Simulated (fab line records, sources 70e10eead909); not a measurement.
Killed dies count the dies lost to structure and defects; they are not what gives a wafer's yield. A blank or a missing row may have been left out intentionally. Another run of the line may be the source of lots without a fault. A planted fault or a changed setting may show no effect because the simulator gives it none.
Matching of chambers + flow nand harc + rie diel-09 running NHARC_P_M1_DESCUM_14: 4 sister chambers
The step chemistry O2, time 3 s. 14 wafers are shown with their chamber, then 7 later ones without.

== WAFERS, EACH WITH ITS CHAMBER ==
| wafer  | chamber | showerhead plenum p Torr (Torr) | oes product au (a.u.) | o2 flow sccm (sccm) |
|--------|---------|---------------------------------|-----------------------|---------------------|
| L076.1 | 3       | 2.03                            | 1.003                 | 200.3               |
| L076.3 | 2       | 2.03                            | 0.989                 | 199.9               |
| L076.6 | 3       | 2.03                            | 0.993                 | 201.1               |
| L077.3 | 2       | 2.03                            | 0.982                 | 199.4               |
| L077.5 | 3       | 2.03                            | 1.001                 | 200.3               |
| L077.6 | 2       | 2.03                            | 0.998                 | 200.1               |
| L078.1 | 2       | 2.03                            | 0.978                 | 199.1               |
| L078.3 | 0       | 2.00                            | 0.984                 | 200.2               |
| L078.5 | 3       | 2.03                            | 1.006                 | 199.5               |
| L081.4 | 0       | 2.00                            | 0.987                 | 200.0               |
| L081.5 | 1       | 1.98                            | 0.984                 | 199.7               |
| L081.6 | 0       | 2.00                            | 0.989                 | 199.6               |
| L087.1 | 0       | 2.00                            | 0.981                 | 199.5               |
| L087.3 | 3       | 2.02                            | 0.994                 | 199.8               |

SIGNATURES, as means of the wafers listed above
| reading                  | chamber 0 | chamber 1 | chamber 2 | chamber 3 | scatter within a chamber |
|--------------------------|-----------|-----------|-----------|-----------|--------------------------|
| showerhead plenum p Torr | 2.0000    | 1.9800    | 2.0300    | 2.0280    | 0.00283                  |
| oes product au           | 0.98525   | 0.98400   | 0.98675   | 0.99940   | 0.0063                   |
| o2 flow sccm             | 199.825   | 199.700   | 199.625   | 200.200   | 0.493                    |
Rule: distance of a wafer from a chamber = root of the sum over the readings of ((wafer's reading minus chamber's mean) / reading's scatter) squared. If the next closest chamber is less than 2 further off than the closest, the wafer can't be placed; otherwise it belongs to the closest. The scatter: the root of (the sum of the squares of (reading less its chamber's mean) over the shown wafers, divided by (wafers less chambers)).

== WAFERS WITH NO CHAMBER GIVEN ==
| wafer  | showerhead plenum p Torr (Torr) | oes product au (a.u.) | o2 flow sccm (sccm) |
|--------|---------------------------------|-----------------------|---------------------|
| L087.5 | 2.03                            | 0.975                 | 200.6               |
| L089.1 | 1.98                            | 0.992                 | 200.6               |
| L089.2 | 2.00                            | 0.992                 | 199.5               |
| L089.5 | 1.98                            | 0.981                 | 200.0               |
| L093.4 | 1.98                            | 0.990                 | 200.3               |
| L093.5 | 2.02                            | 0.987                 | 199.8               |
| L093.6 | 2.02                            | 1.008                 | 200.0               |

== EACH ONE'S CHAMBER ==
| wafer  | from the rows above     | in truth |
|--------|-------------------------|----------|
| L087.5 | can't be placed: 2 or 3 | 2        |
| L089.1 | 1                       | 1        |
| L089.2 | 0                       | 0        |
| L089.5 | 1                       | 1        |
| L093.4 | 1                       | 1        |
| L093.5 | can't be placed: 3 or 2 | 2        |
| L093.6 | can't be placed: 3 or 2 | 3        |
Correct placement for 4 of the 7. Not placeable from these rows: 3 (in 3, the candidates include the true chamber). Placed wrongly: 0.
